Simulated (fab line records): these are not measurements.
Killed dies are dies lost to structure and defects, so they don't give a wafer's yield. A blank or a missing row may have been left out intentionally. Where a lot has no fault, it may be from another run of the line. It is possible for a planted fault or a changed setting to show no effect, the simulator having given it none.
fab line records    flow n5Finfet
record: lots: 5  wafers: 12  lastDay: 16
route steps=1938 shown FIN_SAQP@106 BEOL_M4@1111 PASSIVATION@1936
lots that met no fault: taken from a fault-free run of the same line
startH: hours from the record's opening day to when the first of the lot's shown wafers began    waitH: how many hours have passed since the lot's step before this one    " same as the row above    L1.1+2: several wafers, shown together as one row    - no value present, or no start provided    * or withheld: withheld    < > ~ a bound
route shown NAME@n: a module of which the file shows steps, and the number in the route of the first    usual: mean/standard deviation taken from wafers without a fault    same: alike in all rows    chamber/n: place in a boat    sites: the reading at each site    _std_site: their standard deviation    _edge_site: mean of outer sites minus mean of inner sites    radiusMm: for every site, how far away it sits from the centre of the wafer    mask NAME#n: copy n    behind: the tool/chamber that last shaped the wafer    hold: reason for holding the lot/hours on hold/outcome of the hold    device: which transistor (n, p or np) failed to switch    end of line: tests of these same wafers at the route's end    a step with no rows: only its recipe    killed: at the first sort, the dies lost to defects and structure; wafer yield is something else    map: dies across one wafer; x = killed, . = not, _ = none there
set.NAME: the setting as run; set.NAME@STEP: as run at that earlier step    model.NAME: the simulator's own value behind a step, which no gauge read
a table for each step, a row for each wafer; lots at some steps of the route
services: a tool's chamber out of use, with start hour (startH, from the record's first day; less than 0 if before it), hours out, and reason
== steps ==
step: N5_FIN_SAQP_EBR_12
recipe: solvent: PGMEA  ebrWidthMm: 1.5
step: N5_FIN_SAQP_SOFTBAKE_11
recipe: tempC: 110  timeS: 60  resist: CAR-ArF
step: N5_FIN_SAQP_EXPOSE_13
recipe: maskId: FIN_CORE  na: 1.35  sourceShape: dipole  sigmaInner: 0.538  sigmaOuter: 0.738  polarization: te  targetCdNm: 35.6  doseMj: 63.25
step: N5_FIN_SAQP_PEB_14
recipe: pebTempC: withheld  pebTimeS: 60  resist: CAR-ArF
step: N5_FIN_SAQP_DEVELOP_15
recipe: developTimeS: 30  developer: TMAH  resist: CAR-ArF  devTempC: 23  rinseLiquid: diw  dry: airSpin
step: N5_FIN_SAQP_DESCUM_21
recipe: chemistry: O2  timeS: 7.9  sourcePowerW: 50  biasPowerW: 20  pressureMtorr: 20  rfFrequencyHz: 2.712e+07  tempC: 40  resist: CAR-ArF  o2FlowSccm: 225
step: N5_FIN_SAQP_ETCH_51
recipe: chemistry: CF4  target: SiARC  targetDepthA: 455  maskMaterial: CAR-ArF  timeS: 75.8  ionEnergyEv: 80  pressureMtorr: 40  sourceW: 545  biasW: 36  Ar_flow_sccm: 100  cf4FlowSccm: 100  ends: cleared
step: N5_FIN_SAQP_ETCH_52
recipe: chemistry: N2/H2  target: SOC  targetDepthA: 1000  overetchA: 200  maskMaterial: SiARC  tempC: 40  timeS: 150  ionEnergyEv: 200  pressureMtorr: 30  sourceW: 840  biasW: 150  n2FlowSccm: 200  h2FlowSccm: 200  ends: endPoint
step: N5_FIN_SAQP_STRIP_53
recipe: chemistry: N2/H2  tempC: 40  n2FlowSccm: 200  h2FlowSccm: 200  rfFrequencyHz: 6e+07
step: N5_FIN_SAQP_HM_OPEN_73
recipe: chemistry: CHF3/O2  target: SiO2  stopOn: a-Si  targetDepthA: 120  overEtchFrac: 1.8  maskMaterial: SOC  timeS: 16.8  pressureMtorr: 30  sourceW: 650  biasW: 170  Ar_flow_sccm: 200  CHF3_flow_sccm: 50  O2_flow_sccm: 5  ionEnergyEv: 200  ends: endPoint
usual: biasW: 170.0/0.57  drypumpMotorCurrentA: 5.6/0.57  mfcArSccm: 200.0/0.56  oes_ar_750_au: 0.79/0.083  oesProductAu: 0.47/0.051  rfFwdPowerW: 644.8/3  rfVppV: 523/5  showerheadPlenumPTorr: 2.43/0.076  throttleValvePct: 18.81/0.17
lot.wafer  tool        chamber  startH  waitH  biasW  drypumpMotorCurrentA  mfcArSccm  oes_ar_750_au  oesProductAu  rfFwdPowerW  rfHoursCounterH  rfVppV  showerheadPlenumPTorr  throttleValvePct  model.SiARC_of_FIN_SAQP_COAT_50.thkNm  model.SOC_of_FIN_SAQP_COAT_49.thkNm  model.a-Si_of_FIN_SAQP_PECVD_06.thkNm
L502.3     rieDiel-02  0        42.07   0.0    170.5  6.2                   199.8      0.69           0.41          646.5        232              513     2.28                   18.92             5.714                                  100.7                                60.5
L502.4     "           1        "       "      169.7  4.9                   198.8      0.88           0.53          644.6        36               525     2.45                   18.53             5.551                                  100.7                                61.06
L502.5     "           0        "       "      170.5  6.3                   199.9      0.69           0.41          647.0        -                514     2.28                   18.93             5.971                                  100.4                                60.12
L512.5     rieDiel-02  3        99.59   0.0    170.9  4.7                   199.9      0.76           0.46          642.6        -                523     2.41                   18.83             0                                      95.15                                58.02
L512.6     "           2        "       "      169.4  5.5                   199.4      0.68           0.41          644.9        -                521     2.38                   18.94             6.076                                  100.1                                61.92
L513.3     rieDiel-02  1        106.26  0.0    170.3  4.9                   199.7      0.85           0.51          643.2        58               523     2.44                   18.57             0                                      95.16                                56.11
L513.5     "           3        "       "      169.0  4.7                   200.4      0.76           0.45          645.5        -                522     2.41                   18.84             0                                      95.38                                57.21
L514.3     rieDiel-02  3        113.03  0.0    169.6  4.7                   199.2      0.76           0.46          642.6        172              522     2.41                   18.84             0                                      95.68                                56.83
L514.5     "           3        "       "      170.2  4.7                   198.8      0.76           0.46          644.1        -                523     2.41                   18.83             0                                      95.93                                58.34
L517.1     rieDiel-04  2        130.77  0.0    171.0  5.7                   199.0      0.81           0.48          647.8        94               523     2.43                   18.85             4.478                                  100                                  59.65
L517.4     "           0        "       "      169.1  5.8                   199.9      0.69           0.41          643.7        247              519     2.37                   19.03             5.461                                  100.2                                60.23
L517.5     "           1        "       "      170.3  6.6                   198.6      0.76           0.45          649.6        -                533     2.51                   19.13             4.901                                  100.1                                61.21
step: N5_FIN_SAQP_STRIP_74
recipe: chemistry: CHF3/O2  resist: SiARC  rfFrequencyHz: 6e+07
step: N5_FIN_SAQP_MANDREL_ETCH_22
recipe: targetDepthA: 600  chemistry: HBr/Cl2  target: a-Si  stopOn: SiNx  btTimeS: 10  overEtchFrac: 0.5  timeS: 30  pressureMtorr: 10  icpW: 800  biasW: 75  HBr_flow_sccm: 150  Cl2_flow_sccm: 80  ends: endPoint
usual: biasW: 75.01/0.2  drypumpMotorCurrentA: 5.7/0.5  oesProductAu: 0.766/0.014  rfFwdPowerW: 794.6/2.4  throttleValvePct: 35.43/0.23
lot.wafer  tool      chamber  startH  waitH  biasW  drypumpMotorCurrentA  oesProductAu  rfFwdPowerW  rfHoursCounterH  throttleValvePct  model.SOC_of_FIN_SAQP_COAT_49.thkNm  model.etch.depthNm
L502.3     rieSi-03  1        42.16   0.0    75.32  5.4                   0.774         794.6        1                35.44             76.41                                60.5
L502.4     "         0        "       "      75.07  4.9                   0.767         795.1        158              35.71             76.37                                61.06
L502.5     "         3        "       "      74.90  5.9                   0.764         793.0        -                35.50             76.43                                60.12
L512.5     rieSi-05  0        99.69   0.1    74.92  5.1                   0.742         791.4        -                35.46             71.21                                58.02
L512.6     "         1        "       "      74.97  5.2                   0.765         795.7        -                35.25             76.08                                61.92
L513.3     rieSi-05  0        106.34  0.0    75.00  5.1                   0.737         791.4        54               35.48             71.18                                56.11
L513.5     "         0        "       "      74.79  5.1                   0.725         790.3        -                35.46             71.36                                57.21
L514.3     rieSi-05  1        113.12  0.0    74.66  5.2                   0.725         794.6        84               35.33             71.64                                56.83
L514.5     "         0        "       "      75.06  5.1                   0.751         791.6        -                35.43             71.93                                58.34
L517.1     rieSi-01  2        130.86  0.0    75.17  5.9                   0.774         792.6        175              35.64             76.21                                59.65
L517.4     "         1        "       "      75.22  6.6                   0.744         791.9        167              35.13             76.11                                60.23
L517.5     "         2        "       "      75.06  5.9                   0.784         789.8        -                35.64             75.98                                61.21
step: N5_FIN_SAQP_STRIP_55
recipe: chemistry: N2/H2  powerW: 500  tempC: 40  pressureMtorr: 50  rfFrequencyHz: 6e+07  overashFraction: 0.3  biasPowerW: 28  h2Frac: 0.5  n2FlowSccm: 300  h2FlowSccm: 300
step: N5_FIN_SAQP_STRIP_23
recipe: chemistry: SPM  timeS: 750  tempC: 130  h2so4H2o2VolRatio: 4
step: N5_FIN_SAQP_SRD_66
recipe: dry: ipaMarangoni  timeS: 30  tempC: 23  rinseLiquid: diw
step: N5_FIN_SAQP_RECESS_75
recipe: chemistry: HF/NH3  target: SiO2  targetDepthA: 144  afsCycles: 3  tempC: 30  sublimationTempC: 180  sublimationTimeS: 60
step: N5_FIN_SAQP_SPACER1_ALD_24
recipe: material: SiO2  targetThkA: 203  tempC: 300  aldPrecursorFamily: BDEAS  aldCoReactant: O2-plasma  pulseTimeS: 1  purgeTimeS: 2  coReactantPurgeTimeS: 2  aldCycles: 218  pressureTorr: 2
step: N5_FIN_SAQP_SPACER1_ETCHBACK_25
recipe: chemistry: CHF3/O2  mode: anisotropicEtchback  target: SiO2  targetDepthA: 244  timeS: 12.2  pressureMtorr: 30  sourceW: 650  biasW: 170  Ar_flow_sccm: 200  CHF3_flow_sccm: 50  O2_flow_sccm: 5  ionEnergyEv: 200
usual: biasW: 170.0/0.53  drypumpMotorCurrentA: 5.6/0.53  mfcArSccm: 200.0/0.62  oes_ar_750_au: 0.79/0.086  oesProductAu: 0.79/0.092  rfFwdPowerW: 646.4/2.1  rfVppV: 523/5.2  showerheadPlenumPTorr: 2.44/0.075  throttleValvePct: 18.88/0.17
lot.wafer  tool        chamber  startH  waitH  biasW  drypumpMotorCurrentA  mfcArSccm  oes_ar_750_au  oesProductAu  rfFwdPowerW  rfHoursCounterH  rfVppV  showerheadPlenumPTorr  throttleValvePct  model.a-Si_of_FIN_SAQP_PECVD_06.thkNm
L502.3     rieDiel-03  3        44.00   0.4    170.6  4.9                   200.0      0.76           0.76          647.1        151              529     2.40                   18.91             59.6
L502.4     "           1        "       "      169.6  5.7                   200.1      0.70           0.68          644.3        229              517     2.49                   18.98             60.2
L502.5     "           3        "       "      169.6  4.9                   199.8      0.76           0.77          646.5        -                529     2.40                   18.91             59.2
L512.5     rieDiel-04  3        101.35  0.1    169.7  5.4                   199.5      0.91           0.92          647.3        -                525     2.56                   18.66             57
L512.6     "           0        "       "      170.2  5.8                   199.8      0.69           0.68          645.7        -                519     2.37                   19.07             61
L513.3     rieDiel-04  2        109.68  0.6    170.9  5.7                   200.4      0.82           0.83          651.4        86               522     2.43                   18.93             55.2
L513.5     "           2        "       "      170.2  5.7                   199.8      0.82           0.81          652.2        -                523     2.43                   18.91             56.2
L514.3     rieDiel-04  2        115.63  0.4    170.1  5.7                   199.6      0.82           0.82          645.9        88               522     2.43                   18.94             55.8
L514.5     "           2        "       "      170.1  5.7                   199.8      0.81           0.83          650.8        -                523     2.43                   18.94             57.4
L517.1     rieDiel-03  3        132.38  0.4    169.5  4.9                   200.5      0.74           0.75          647.3        175              530     2.39                   18.95             58.8
L517.4     "           1        "       "      169.7  5.7                   200.7      0.98           0.97          645.5        3                518     2.48                   18.60             59.2
L517.5     "           2        "       "      169.1  5.4                   200.2      0.71           0.69          645.6        -                521     2.37                   18.93             60.2
step: N5_FIN_SAQP_MANDREL1_REMOVE_56
recipe: chemistry: HBr/Cl2/O2  btTimeS: 10  target: a-Si  stopOn: SiNx  endpoint: OES-SiCl  overEtchFrac: 1  icpW: 600  biasW: 22  HBr_flow_sccm: 150  Cl2_flow_sccm: 80  O2_flow_sccm: 5  pressureMtorr: 10
step: N5_BEOL_M4_RC_MEAS_101
usual: DIBL_N: 36.2/1.4  DIBL_P: 36.1/1.5  IOFF_N: 0.153/0.02  IOFF_P: 0.215/0.03  ION_N: 672/8.6  ION_P: 463/6.8  SS_N: 71.5/0.47  SS_P: 73.3/0.57  VT_N: 250.6/2.4  VT_P: -249/3.2
lot.wafer  tool       chamber  startH  waitH  DIBL_N[mV/V]  DIBL_P[mV/V]  IOFF_N[nA/um]  IOFF_P[nA/um]  ION_N[uA/um]  ION_P[uA/um]  SS_N[mV/dec]  SS_P[mV/dec]  VT_N[mV]  VT_P[mV]
L502.3     prober-01  0        179.43  0.3    36.5          35.2          0.152          0.208          687           467           71.3          73.0          248.7     -249
L502.4     "          0        "       "      38.1          37.0          0.178          0.239          680           459           71.5          73.4          245.5     -247
L502.5     "          0        "       "      36.6          35.4          0.160          0.210          678           464           71.4          73.2          248.0     -247
L512.5     prober-02  0        245.02  0.6    37.4          36.9          0.154          0.184          672           450           71.6          73.0          251.1     -252
L512.6     "          0        "       "      36.2          36.8          0.147          0.192          674           462           71.9          73.4          254.1     -253
L513.3     prober-01  0        246.73  0.3    36.1          34.5          0.146          0.215          677           468           71.2          72.4          249.5     -248
L513.5     "          0        "       "      35.4          33.5          0.134          0.196          673           467           70.7          72.8          249.2     -248
L514.3     prober-02  0        269.00  0.3    36.9          36.9          0.165          0.219          683           464           71.6          73.2          247.3     -252
L514.5     "          0        "       "      36.6          36.1          0.158          0.208          666           461           72.0          73.0          249.0     -251
L517.1     prober-02  0        276.67  0.0    35.3          35.4          0.147          0.192          681           460           71.3          73.7          252.0     -251
L517.4     "          0        "       "      36.0          35.4          0.149          0.187          670           458           71.4          73.6          250.4     -253
L517.5     "          0        "       "      36.3          36.3          0.156          0.206          672           457           72.0          73.4          251.8     -252
step: N5_PASSIVATION_PROBE_49
usual: defectLimitedYield: 91.3/1.3  killed_at_M0_to_M3: 35/13  killed_at_M4_up: 13/5.2  killedAtContacts: 12/6.2  killedAtFrontEnd: 39/9.6  killedAtOther: 3.1/2.6  killedDies: 102/16  killedOnRim: 13/3.8  killedOpen: 68/13  killedShort: 33/6.9  sort_bin_5_function: 5.1/0.87  sort_bin_6_memory: 3.3/0.67  sortNPass: 1078/16  sortYieldPct: 91.3/1.3
same: grossDies: 1180  killedAtBackSide: 0  sort_bin_4_leakage[%]: 0  sort_bin_8_speed[%]: 0
lot.wafer  tool       chamber  startH  waitH  defectLimitedYield[%]  killed_at_M0_to_M3  killed_at_M4_up  killedAtContacts  killedAtFrontEnd  killedAtOther  killedDies  killedOnRim  killedOpen  killedShort  sort_bin_5_function[%]  sort_bin_6_memory[%]  sortNPass  sortYieldPct[%]
L502.3     prober-01  -        282.75  0.1    92.4                   28                  9                12                36                5              90          13           54          35           4.3                     3.1                   1090       92.4
L502.4     prober-01  -        282.80  0.2    89.7                   58                  6                7                 47                4              122         13           81          41           5.8                     4.2                   1058       89.7
L502.5     prober-01  -        282.85  0.2    91.9                   24                  6                9                 51                5              95          12           52          41           4.9                     2.8                   1085       91.9
L512.5     prober-02  -        335.99  0.2    90.9                   50                  8                8                 37                4              107         6            59          45           4.7                     3.4                   1073       90.9
L512.6     prober-02  -        336.04  0.3    90.1                   34                  14               13                55                1              117         11           73          44           5.6                     4.1                   1063       90.1
L513.3     prober-02  -        348.08  0.1    89.1                   46                  13               10                57                3              129         17           76          51           5.3                     5.2                   1051       89.1
L513.5     prober-02  -        348.18  0.2    90.3                   38                  19               13                44                0              114         22           83          31           5.9                     3.3                   1066       90.3
L514.3     prober-01  -        373.02  0.1    93.6                   19                  6                9                 42                0              76          12           55          20           4.2                     1.9                   1104       93.6
L514.5     prober-01  -        373.12  0.2    92.6                   21                  13               16                37                0              87          14           59          24           4.3                     2.4                   1093       92.6
L517.1     prober-02  -        377.62  0.0    90.6                   48                  15               11                35                2              111         16           76          35           5.2                     3.6                   1069       90.6
L517.4     prober-02  -        377.77  0.2    90.0                   48                  14               10                41                5              118         16           79          38           5.3                     4.2                   1062       90.0
L517.5     prober-02  -        377.82  0.2    93.1                   24                  9                8                 40                1              82          11           55          26           4.1                     2.7                   1098       93.1
killed by level:class
L502.3 MOL_CONTACT_COAG:geometricParticle:open=9 FIN_SAQP:geometricParticle:short=8 BEOL_M0_SAQP:geometricParticle:short=7 BEOL_M0_SAQP:geometricParticle:open=6 BEOL_M3:geometricParticle:open=6 GATE_CUT:geometricParticle:short=5 FIN_SAQP:geometricParticle:open=4 GATE_CUT:geometricParticle:open=4
L502.4 BEOL_M0_SAQP:geometricParticle:open=18 STI_FIN_REVEAL:geometricParticle:open=16 BEOL_M0_SAQP:geometricParticle:short=15 FIN_SAQP:geometricParticle:short=11 BEOL_M1:geometricParticle:open=11 FIN_SAQP:geometricParticle:open=10 BEOL_M3:geometricParticle:open=9 MOL_CONTACT_COAG:geometricParticle:open=5
L502.5 STI_FIN_REVEAL:geometricParticle:open=9 FIN_SAQP:geometricParticle:open=7 FIN_SAQP:geometricParticle:short=7 BEOL_M0_SAQP:geometricParticle:open=7 GATE_CUT:geometricParticle:short=7 GATE_CUT:geometricParticle:open=5 MOL_CONTACT_COAG:geometricParticle:open=5 MOL_CONTACT_COAG:geometricParticle:short=4
L512.5 BEOL_M0_SAQP:geometricParticle:short=15 BEOL_M0_SAQP:geometricParticle:open=13 BEOL_M3:geometricParticle:open=11 MOL_CONTACT_COAG:geometricParticle:open=7 BEOL_M3:geometricParticle:short=7 ILD0:geometricParticle:short=5 GATE_CUT:geometricParticle:open=4 FIN_SAQP:geometricParticle:open=3
L512.6 FIN_SAQP:geometricParticle:open=15 STI_FIN_REVEAL:geometricParticle:open=10 FIN_SAQP:geometricParticle:short=9 GATE_CUT:geometricParticle:short=8 MOL_CONTACT_COAG:geometricParticle:open=8 BEOL_M3:geometricParticle:open=8 BEOL_M2:geometricParticle:open=6 MOL_CONTACT_COAG:geometricParticle:short=5
L513.3 FIN_SAQP:geometricParticle:short=22 FIN_SAQP:geometricParticle:open=14 BEOL_M0_SAQP:geometricParticle:open=11 BEOL_M2:geometricParticle:open=8 BEOL_M3:geometricParticle:open=8 MOL_CONTACT_COAG:geometricParticle:open=7 BEOL_M0_SAQP:geometricParticle:short=6 GATE_CUT:geometricParticle:short=5
L513.5 FIN_SAQP:geometricParticle:open=15 MOL_CONTACT_COAG:geometricParticle:open=10 BEOL_M0_SAQP:geometricParticle:short=10 BEOL_M4:geometricParticle:open=10 FIN_SAQP:geometricParticle:short=9 BEOL_M1:geometricParticle:open=8 BEOL_M3:geometricParticle:open=7 DUMMY_GATE:geometricParticle:open=6
L514.3 STI_FIN_REVEAL:geometricParticle:open=11 MOL_CONTACT_COAG:geometricParticle:open=8 FIN_SAQP:geometricParticle:open=7 FIN_SAQP:geometricParticle:short=5 DUMMY_GATE:geometricParticle:open=5 BEOL_M2:geometricParticle:open=5 BEOL_M0_SAQP:geometricParticle:open=3 BEOL_M1:geometricParticle:open=3
L514.5 MOL_CONTACT_COAG:geometricParticle:open=13 FIN_SAQP:geometricParticle:open=10 BEOL_M2:geometricParticle:open=7 DUMMY_GATE:geometricParticle:open=5 ILD0:geometricParticle:short=4 BEOL_M0_SAQP:geometricParticle:short=4 BEOL_M0_SAQP:geometricParticle:open=4 BEOL_M3:geometricParticle:open=4
L517.1 BEOL_M3:geometricParticle:open=17 MOL_CONTACT_COAG:geometricParticle:open=10 BEOL_M0_SAQP:geometricParticle:open=8 GATE_CUT:geometricParticle:open=7 BEOL_M0_SAQP:geometricParticle:short=7 BEOL_M2:geometricParticle:open=7 GATE_CUT:geometricParticle:short=6 BEOL_M4:geometricParticle:open=6
L517.4 BEOL_M0_SAQP:geometricParticle:open=11 BEOL_M2:geometricParticle:open=10 STI_FIN_REVEAL:geometricParticle:open=9 MOL_CONTACT_COAG:geometricParticle:open=8 BEOL_M0_SAQP:geometricParticle:short=8 BEOL_M4:geometricParticle:open=7 FIN_SAQP:geometricParticle:open=6 FIN_SAQP:geometricParticle:short=6
L517.5 STI_FIN_REVEAL:geometricParticle:open=12 MOL_CONTACT_COAG:geometricParticle:open=7 BEOL_M2:geometricParticle:open=5 DUMMY_GATE:geometricParticle:open=5 BEOL_M3:geometricParticle:open=5 STI_FIN_REVEAL:geometricParticle:short=4 GATE_CUT:geometricParticle:short=4 BEOL_M0_SAQP:geometricParticle:short=4
== services ==
tool        chamber  startH  hours  kind
rieDiel-02  2        39.15   1.3    repair
rieDiel-02  0        54.35   8.7    repair
rieSi-03    3        59.19   2.3    repair
rieSi-03    1        59.50   2.0    repair
rieSi-03    1        62.74   6.8    repair
rieDiel-02  -        64.28   4.0    pm
rieDiel-03  -        65.92   2.8    pm
rieSi-05    3        69.10   2.3    repair
rieDiel-03  1        104.30  -      clean
rieDiel-03  1        104.30  -      consumableReplace:focusRing
rieDiel-03  1        104.30  19.1   scheduledDown
rieDiel-03  1        104.30  19.1   ventCycle
rieDiel-02  2        104.46  -      clean
rieDiel-02  2        104.46  -      consumableReplace:focusRing
rieDiel-02  2        104.46  22.9   scheduledDown
rieDiel-02  2        104.46  22.9   ventCycle
rieDiel-03  3        130.40  1.7    repair
== key ==
firstSign none at tools or gauges
modelEffect: step: N5_FIN_SAQP_HM_OPEN_73  value: SiARC_of_FIN_SAQP_COAT_50.thkNm  without: 5.657  struck: 0
modelEffect: step: N5_FIN_SAQP_MANDREL_ETCH_22  value: SOC_of_FIN_SAQP_COAT_49.thkNm  without: 76.5  struck: 71.46
modelEffect: step: N5_FIN_SAQP_SPACER1_ETCHBACK_25  value: a-Si_of_FIN_SAQP_PECVD_06.thkNm  without: 59.52  struck: 56.32
metAt N5_FIN_SAQP_HM_OPEN_73
struckWafers L512.5,L513.3,L513.5,L514.3,L514.5
onsetBetween 42.07 99.59
fault: kind: processParameterDrift  tool: rieDiel-02  chamber: -  onsetH: 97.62  steps: N5_FIN_SAQP_HM_OPEN_73  channel: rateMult  offset: 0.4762  shape: step  endH: 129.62  scope: struckWafersOnly
